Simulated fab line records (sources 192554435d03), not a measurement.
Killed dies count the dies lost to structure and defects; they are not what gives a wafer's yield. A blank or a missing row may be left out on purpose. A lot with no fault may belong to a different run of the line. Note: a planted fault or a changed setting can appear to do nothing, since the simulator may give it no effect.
fab line records ; flow n5-finfet
[record] lots = 4; wafers = 12; last-day = 17
route steps=1938 shown BEOL_M7@1269 PASSIVATION@1936
lots with no fault: from the same line, run without faults
start-h: start of the lot's first displayed wafer, in hours after the record's first day ; wait-h: how many hours have passed since the lot's step before this one ; " as in the row above ; L1.1+2: a single row standing in for several wafers ; - no value, or no start was given ; * or withheld: withheld ; < > ~ a bound
route shown NAME@n: NAME is a module with steps in the file, n the number in the route of the first one ; usual: mean and standard deviation over wafers with no fault ; same: alike in all rows ; chamber/n: place in a boat ; sites: each site's reading ; _std_site: the standard deviation of these ; _edge_site: mean of outer sites minus mean of inner sites ; radius-mm: how far each site lies from the wafer's centre ; mask NAME#n: copy n ; behind: the tool/chamber that last shaped the wafer ; hold: why the lot went on hold/how many hours it stayed there/how the hold came to an end ; device: transistor that didn't switch, given as n, p or np ; end of line: the tests these same wafers got at the end of their route ; a step without rows: its recipe alone ; killed: at the first sort, the dies lost to defects and structure; wafer yield is something else ; map: dies across one wafer; x = killed, . = not, _ = none there
set.NAME: the setting the step ran with; set.NAME@STEP: the setting that earlier step ran with ; model.NAME: the simulator's own value behind a step, which no gauge read
certain route steps with their lots: each step a table, each wafer a row
services: from which hour (start-h, from the record's first day; less than 0 if before it) a tool's chamber was out of use, for how many hours, and why
[[steps]]
[step N5_BEOL_M7_COAT_60]
[recipe] resist = SiARC; temp-c = 220; time-s = 60; spin-rpm = 1500; resist-thk-nm = 35
[step N5_BEOL_M7_COAT_05]
[recipe] resist = CAR-ArF; spin-rpm = 1500; resist-thk-nm = 90
[step N5_BEOL_M7_EBR_07]
[recipe] solvent = PGMEA; ebr-width-mm = 1.5
[step N5_BEOL_M7_SOFTBAKE_06]
[recipe] temp-c = 110; time-s = 60; resist = CAR-ArF
[step N5_BEOL_M7_EXPOSE_08]
[recipe] mask-id = M7; na = 1.35; source-shape = dipole; sigma-inner = 0.817; sigma-outer = 0.97; polarization = te; dose-mj = 68.25
[step N5_BEOL_M7_PEB_09]
[recipe] peb-temp-c = withheld; peb-time-s = 60; resist = CAR-ArF
[step N5_BEOL_M7_DEVELOP_10]
[recipe] develop-time-s = 30; developer = TMAH; resist = CAR-ArF; rinse-liquid = diw; dry = air-spin; dev-temp-c = 23
[step N5_BEOL_M7_DESCUM_16]
[recipe] chemistry = O2; time-s = 7.9; source-power-w = 50; bias-power-w = 20; pressure-mtorr = 20; rf-frequency-hz = 2.712e+07; temp-c = 40; resist = CAR-ArF; o2-flow-sccm = 225
[step N5_BEOL_M7_ETCH_61]
[recipe] chemistry = CF4; target = SiARC; target-depth-a = 455; mask-material = CAR-ArF; time-s = 75.8; ion-energy-ev = 80; pressure-mtorr = 40; source-w = 545; bias-w = 36; Ar_flow_sccm = 100; cf4-flow-sccm = 100; ends = cleared
[step N5_BEOL_M7_ETCH_62]
[recipe] chemistry = N2/H2; target = SOC; target-depth-a = 1100; overetch-a = 220; mask-material = SiARC; temp-c = 40; time-s = 165; ion-energy-ev = 200; pressure-mtorr = 30; source-w = 840; bias-w = 150; n2-flow-sccm = 200; h2-flow-sccm = 200
[usual] drypump-motor-current-A = 5.8/0.38; h2-flow-sccm = 200.0/0.61; oes-product-au = 0.67/0.057; rf-vpp-V = 523.9/1.8; showerhead-plenum-p-Torr = 2.55/0.065; throttle-valve-pct = 17.72/0.23
lot.wafer;tool;chamber;start-h;wait-h;drypump-motor-current-A;h2-flow-sccm;oes-product-au;rf-hours-counter-h;rf-vpp-V;showerhead-plenum-p-Torr;throttle-valve-pct
L555.2;rie-diel-03;3;224.11;0.0;6.2;199.9;0.74;48;524.2;2.59;17.63
L555.3;rie-diel-03;1;224.11;0.0;6.1;200.3;0.62;165;526.1;2.65;17.89
L555.4;rie-diel-03;2;224.11;0.0;5.4;199.6;0.62;158;525.9;2.54;17.90
L558.1;rie-diel-05;2;242.74;0.0;5.0;199.9;0.73;43;524.7;2.58;17.16
L558.4;rie-diel-05;3;242.74;0.0;5.4;199.9;0.62;190;523.3;2.52;18.20
L558.5;rie-diel-05;2;242.74;0.0;5.0;199.1;0.72;-;525.2;2.58;17.15
L569.1;rie-diel-03;2;319.96;0.0;5.5;200.1;0.61;182;523.7;2.53;17.92
L569.2;rie-diel-03;0;319.96;0.0;6.2;200.6;0.63;174;521.5;2.43;17.61
L569.5;rie-diel-03;1;319.96;0.0;6.2;199.3;0.60;-;526.4;2.63;17.95
L572.1;rie-diel-03;2;322.26;0.0;5.5;200.2;0.60;183;523.6;2.53;17.95
L572.3;rie-diel-03;3;322.26;0.0;6.3;201.4;0.70;87;525.3;2.58;17.69
L572.6;rie-diel-03;2;322.26;0.0;5.5;199.7;0.61;-;523.7;2.53;17.91
[step N5_BEOL_M7_STRIP_68]
[recipe] chemistry = N2/H2; temp-c = 40; n2-flow-sccm = 200; h2-flow-sccm = 200; rf-frequency-hz = 6e+07
[step N5_BEOL_M7_STRIP_67]
[recipe] chemistry = CF4; resist = SiARC; power-w = 300; bias-power-w = 75; pressure-mtorr = 50; cf4-flow-sccm = 150; rf-frequency-hz = 6e+07
[step N5_BEOL_M7_HM_OPEN_17]
[recipe] chemistry = Cl2/BCl3; target-depth-a = 200; overetch-a = 60; target = TiN; mask-material = SOC; ion-energy-ev = 150; pressure-mtorr = 10; icp-w = 1000; bias-w = 126; Cl2_flow_sccm = 53.25; bcl3-flow-sccm = 21.75; Ar_flow_sccm = 25
[step N5_BEOL_M7_STRIP_19]
[recipe] chemistry = O2; power-w = 400; temp-c = 40; pressure-mtorr = 30; rf-frequency-hz = 6e+07; bias-power-w = 0; overash-fraction = 0.2; o2-flow-sccm = 225
[step N5_BEOL_M7_COAT_63]
[recipe] resist = SOC; temp-c = 250; time-s = 60; spin-rpm = 1500; resist-thk-nm = 60
[step N5_BEOL_M7_COAT_64]
[recipe] resist = SiARC; temp-c = 220; time-s = 60; spin-rpm = 1500; resist-thk-nm = 12
[step N5_BEOL_M7_COAT_71]
[recipe] resist = underlayer; temp-c = 205; time-s = 60; spin-rpm = 1500; resist-thk-nm = 5
[step N5_BEOL_M7_COAT_22]
[recipe] resist = CAR-EUV; spin-rpm = 1500; resist-thk-nm = 30
[step N5_BEOL_M7_EBR_24]
[recipe] solvent = PGMEA; ebr-width-mm = 1.5
[step N5_BEOL_M7_SOFTBAKE_23]
[recipe] temp-c = 110; time-s = 60; resist = CAR-EUV
[step N5_BEOL_M7_EXPOSE_25]
[recipe] mask-id = V6; na = 0.33; source-shape = annular; sigma-inner = 0.4; sigma-outer = 0.8; polarization = unpolarized; target-cd-nm = 40; dose-mj = 42.5
[step N5_BEOL_M7_PEB_26]
[recipe] peb-temp-c = 100; peb-time-s = 60; resist = CAR-EUV
[step N5_BEOL_M7_DEVELOP_27]
[recipe] develop-time-s = 30; developer = TMAH; resist = CAR-EUV; rinse-liquid = surfactant-rinse; dry = air-spin; dev-temp-c = 23
[step N5_BEOL_M7_INSPECT_30]
[recipe] mode = adi; inspect-instrument = brightfield
[usual] raw-defect-count = 372/80
lot.wafer;tool;chamber;start-h;wait-h;raw-defect-count
L555.2;defect-inspect-01;-;225.17;0.0;439
L555.3;defect-inspect-01;-;225.17;0.0;325
L555.4;defect-inspect-01;-;225.17;0.0;295
L558.1;defect-inspect-02;-;246.71;0.1;306
L558.4;defect-inspect-02;-;246.71;0.1;481
L558.5;defect-inspect-02;-;246.71;0.1;294
L569.1;defect-inspect-01;-;321.40;0.1;818
L569.2;defect-inspect-01;-;321.40;0.1;247
L569.5;defect-inspect-01;-;321.40;0.1;409
L572.1;defect-inspect-01;-;324.85;0.1;981
L572.3;defect-inspect-01;-;324.85;0.1;442
L572.6;defect-inspect-01;-;324.85;0.1;983
[step N5_BEOL_M7_DESCUM_33]
[recipe] chemistry = O2; time-s = 7; source-power-w = 50; bias-power-w = 20; pressure-mtorr = 20; rf-frequency-hz = 2.712e+07; temp-c = 40; resist = CAR-EUV; o2-flow-sccm = 225
[step N5_PASSIVATION_PROBE_49]
[usual] defect-limited-yield = 91.3/1.3; killed_at_M0_to_M3 = 33/8.9; killed_at_M4_up = 15/5.4; killed-at-contacts = 13/5.8; killed-at-front-end = 39/9.9; killed-at-other = 3.2/2.9; killed-dies = 102/15; killed-on-rim = 13/3.7; killed-open = 68/12; killed-short = 34/7.6; sort_bin_5_function = 5.1/0.89; sort_bin_6_memory = 3.2/0.63; sort-n-pass = 1078/15; sort-yield-pct = 91.3/1.3
[same] gross-dies = 1180; killed-at-back-side = 0; sort_bin_4_leakage[%] = 0; sort_bin_8_speed[%] = 0
lot.wafer;tool;chamber;start-h;wait-h;defect-limited-yield[%];killed_at_M0_to_M3;killed_at_M4_up;killed-at-contacts;killed-at-front-end;killed-at-other;killed-dies;killed-on-rim;killed-open;killed-short;sort_bin_5_function[%];sort_bin_6_memory[%];sort-n-pass;sort-yield-pct[%]
L558.1;prober-01;-;324.70;0.0;90.3;50;21;14;29;0;114;21;81;32;5.5;3.7;1066;90.3
L558.4;prober-01;-;324.85;0.2;91.5;38;25;11;24;2;100;17;77;22;5.3;2.6;1080;91.5
L558.5;prober-01;-;324.90;0.2;93.1;28;16;11;24;2;81;18;52;29;3.3;3.2;1099;93.1
L572.1;prober-02;-;402.08;0.0;83.9;41;79;19;46;5;190;33;85;35;11.3;3.6;990;83.9
L572.3;prober-02;-;402.18;0.1;90.7;39;7;14;48;2;110;14;69;41;6.2;3.0;1070;90.7
L572.6;prober-02;-;402.33;0.3;82.0;40;78;25;67;2;212;30;106;36;11.6;4.7;968;82.0
L569.1;prober-01;-;402.48;0.0;85.5;41;78;18;25;9;171;29;68;36;8.9;3.7;1009;85.5
L569.2;prober-01;-;402.53;0.1;91.9;18;15;25;35;2;95;8;82;12;4.9;3.0;1085;91.9
L569.5;prober-01;-;402.68;0.2;92.2;23;8;20;38;3;92;21;64;28;4.7;3.0;1088;92.2
// killed by level:class
L558.1 BEOL_M0_SAQP:geometric-particle:open=17 MOL_CONTACT_COAG:geometric-particle:open=14 STI_FIN_REVEAL:geometric-particle:open=11 BEOL_M3:geometric-particle:open=11 BEOL_M0_SAQP:geometric-particle:short=9 BEOL_M4:geometric-particle:open=7 BEOL_M1:geometric-particle:open=5 FIN_CUT:geometric-particle:short=4
L558.4 MOL_CONTACT_COAG:geometric-particle:open=10 BEOL_M4:geometric-particle:open=10 BEOL_M0_SAQP:geometric-particle:short=8 BEOL_M0_SAQP:geometric-particle:open=8 BEOL_M2:geometric-particle:open=8 BEOL_M0:geometric-particle:open=5 STARTING-WAFER:geometric-particle:open=5 FIN_SAQP:geometric-particle:open=4
L558.5 BEOL_M1:geometric-particle:open=10 MOL_CONTACT_COAG:geometric-particle:open=8 DUMMY_GATE:geometric-particle:open=7 STI_FIN_REVEAL:geometric-particle:open=5 BEOL_M4:geometric-particle:short=5 BEOL_M0_SAQP:geometric-particle:short=4 BEOL_M2:geometric-particle:open=4 STARTING-WAFER:geometric-particle:open=4
L572.1 BEOL_M7:unspecified=70 STI_FIN_REVEAL:geometric-particle:open=19 MOL_CONTACT_COAG:geometric-particle:open=17 BEOL_M0_SAQP:geometric-particle:short=13 BEOL_M0_SAQP:geometric-particle:open=7 BEOL_M1:geometric-particle:open=7 FIN_SAQP:geometric-particle:short=5 FIN_SAQP:geometric-particle:open=4
L572.3 BEOL_M0_SAQP:geometric-particle:open=16 MOL_CONTACT_COAG:geometric-particle:open=11 BEOL_M0_SAQP:geometric-particle:short=11 FIN_SAQP:geometric-particle:short=10 FIN_SAQP:geometric-particle:open=8 STI_FIN_REVEAL:geometric-particle:open=7 GATE_CUT:geometric-particle:open=6 DUMMY_GATE:geometric-particle:open=5
L572.6 BEOL_M7:unspecified=70 MOL_CONTACT_COAG:geometric-particle:open=25 FIN_SAQP:geometric-particle:open=16 FIN_SAQP:geometric-particle:short=11 BEOL_M1:geometric-particle:open=10 STI_FIN_REVEAL:geometric-particle:open=9 BEOL_M0_SAQP:geometric-particle:open=9 DUMMY_GATE:geometric-particle:open=7
L569.1 BEOL_M7:unspecified=67 MOL_CONTACT_COAG:geometric-particle:open=17 BEOL_M0_SAQP:geometric-particle:short=12 BEOL_M2:geometric-particle:open=10 STARTING-WAFER:geometric-particle:open=7 BEOL_M0_SAQP:geometric-particle:open=6 BEOL_M3:geometric-particle:open=6 MIM_TOP_ETCH:geometric-particle:open=5
L569.2 MOL_CONTACT_COAG:geometric-particle:open=20 FIN_SAQP:geometric-particle:open=14 STI_FIN_REVEAL:geometric-particle:open=11 BEOL_M4:geometric-particle:open=9 BEOL_M2:geometric-particle:open=8 MOL_CONTACT_COAG:geometric-particle:short=5 DUMMY_GATE:geometric-particle:open=3 BEOL_M1:geometric-particle:open=3
L569.5 MOL_CONTACT_COAG:geometric-particle:open=15 FIN_SAQP:geometric-particle:open=9 BEOL_M3:geometric-particle:open=8 BEOL_M4:geometric-particle:open=6 FIN_SAQP:geometric-particle:short=5 STI_FIN_REVEAL:geometric-particle:open=5 MOL_CONTACT_COAG:geometric-particle:short=5 GATE_CUT:geometric-particle:short=4
// map L569.1 (x killed, . not)
_________________......x.x...________________
______________.xx..........xx.x._____________
___________........x.............x.__________
__________.x.....x.x.............x.._________
________xx.xx........................._______
_______xxxx.xx.x.........x.............______
______xxxxxx..xx..............x........._____
_____xxxxxx.x.x..x..x........x...........____
____xxxxxxxxx....x...............x........___
___xxxxxxxxxx..........x...................__
___xxxxxxx.x.x...............x..........x..__
__xxxx.xxx.................................._
__..xxxx..xx........x.x..x.....x....x..x...._
_....x..x.xx.....x......x....................
_..x......x.....x.....x...........x.xx....x..
_..x.......................x............x....
_..................x...xx....x.......x.x.....
_....x....x......x......x...............x....
_.x...............................x..........
_...................x.x....x..........x....x.
_............x...........x......xx...........
__.......................................x.._
__........................x..x.............._
___........x.....xx.........x..............__
___......x.........x...........x...x.......__
____.....x..........xx..........x....x..x.___
_____..x..............x..x..x......x..x..____
______..x...........x..............x...._____
_______...........x....................______
________.............................._______
__________................xx.x......_________
___________........................__________
______________.x.............x.x_____________
_________________x......x....________________
// map L572.6 (x killed, . not)
_________________......x.....________________
______________.................._____________
___________.x.......x..............__________
__________xx..x...x........x........_________
________xx.......x...............x...._______
_______xxxxx..........x...............x______
______xxxxxxx..........................._____
_____xxxxxxxx...........x.....x.xx.x.....____
____xxxxxxxx..................x...........___
___xxxxxxx.xx.x.x.x.......xx......x..x....x__
___xxxxxxxxxxx...........x...........x.....__
__xxxxxxxx..................x..........x...._
__.xxxx.x.x.x...x.x......x......x..x.....x.._
_.x.xx.x..x......xx.....xxx...............x..
_.x.....x..x....................x.x..........
_......x....................xxx.........x....
_....x...x........x...x....x....x.x..........
_.x......xx...xx..xx............x....x..xx...
_...x..........x...xx.x.......xx....x...xx...
_.........x....x....x............x.x.........
_xxx...................x.....................
__.x.x..x........................x.....x...._
__..x....xx...x............xx.x..x...x......_
___...............x....x.............x.....__
___....x....x.............x...xx...........__
____x........xx....x....x..xx.............___
_____.......x..x....x................x...____
______..x.x.x.x......x...x.......x......_____
_______.........x...x..................______
________x........x.....x..........x..x_______
__________...x.......x.............._________
___________.....................x..__________
______________.x.........x......_____________
_________________..x.........________________
[[services]]
tool;chamber;start-h;hours;kind
rie-diel-03;2;248.66;32.5;repair
rie-diel-05;-;255.94;4.4;repair
rie-diel-03;3;261.12;1.6;repair
rie-diel-05;0;261.54;-;clean
rie-diel-05;0;261.54;-;consumable-replace:focus-ring
rie-diel-05;0;261.54;20.1;scheduled-down
rie-diel-05;0;261.54;20.1;vent-cycle
rie-diel-05;-;265.35;34.4;repair
[[key]]
[first-sign] step = N5_BEOL_M7_INSPECT_30; reading = raw-defect-count; direction = up; sigmas = 6.9; usual = 372; struck = 927
[effect] step = N5_PASSIVATION_PROBE_49; reading = killed_at_M4_up; direction = up; sigmas = 12; usual = 15; struck = 78
[more-kills-born-at] N5_BEOL_M7_ETCH_62@rie-diel-03 = 207
met-at N5_BEOL_M7_ETCH_62
struck-wafers L569.1,L572.1,L572.6
onset-between 224.11 319.96
[fault] kind = chamber-particle-source; tool = rie-diel-03; chamber = 2; onset-h = 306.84; steps = N5_BEOL_M7_ETCH_62; rate-per-visit-cm2 = 0.79473; end-h = 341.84
